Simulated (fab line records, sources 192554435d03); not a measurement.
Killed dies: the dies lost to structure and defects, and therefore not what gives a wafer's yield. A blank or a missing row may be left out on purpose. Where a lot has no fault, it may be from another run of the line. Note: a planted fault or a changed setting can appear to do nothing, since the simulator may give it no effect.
Which of the tools did it? ; flow n5 finfet ; route of 1938 steps, sampled at 1 step: 12 lots, 36 wafers

## WHAT EACH GAUGE READ, for each wafer
N5_BEOL_M11_CD_MEAS_11: target cd 64.1 nm.
lot;measured;on;cd nm (nm)
L076;day 10 11:20;cd sem-01;64.3 63.8 64.2
L077;day 11 13:30;cd sem-01;64.2 63.4 63.4
L079;day 12 07:22;cd sem-01;64.1 63.6 63.9
L083;day 12 21:41;cd sem-01;64.5 64.0 64.8
L082;day 13 04:39;cd sem-02;63.6 63.5 64.0
L085;day 14 02:01;cd sem-01;64.9 64.4 64.4
L089;day 14 08:03;cd sem-03;64.1 64.0 64.5
L088;day 14 14:04;cd sem-03;64.0 63.9 64.4
L092;day 15 01:03;cd sem-02;64.5 64.6 64.2
L091;day 15 10:20;cd sem-01;64.2 65.1 64.1
L094;day 16 06:41;cd sem-03;64.1 64.8 63.3
L096;day 17 09:03;cd sem-03;63.9 63.2 62.8

## WHAT TOOL EACH LOT RAN ON (gives the tool, then ch and the chambers of the sampled wafers, and finally the start)
No process step before these readings appears in the record.

## THE ANSWER, worked out from the rows above alone
Rule: the lots themselves supply what counts as usual. The widest of any qualifying gaps counts: lots, ordered by their means at a reading, are off when they make up no more than a third of the lots, leave a main group of 4 or more, and stand apart from it by 3 or more times the standard deviation of that group's means. The tables above print the reading to a certain number of digits; a main group whose means all agree to those digits is not used. A lot without any number at a reading at which 4 lots or more have one is off too. Any other lot the step has rows for is counted as sound.
Across all readings shown, no lot is off: no conclusion can be drawn from this.

## WHAT THE SIMULATOR HAD INSERTED
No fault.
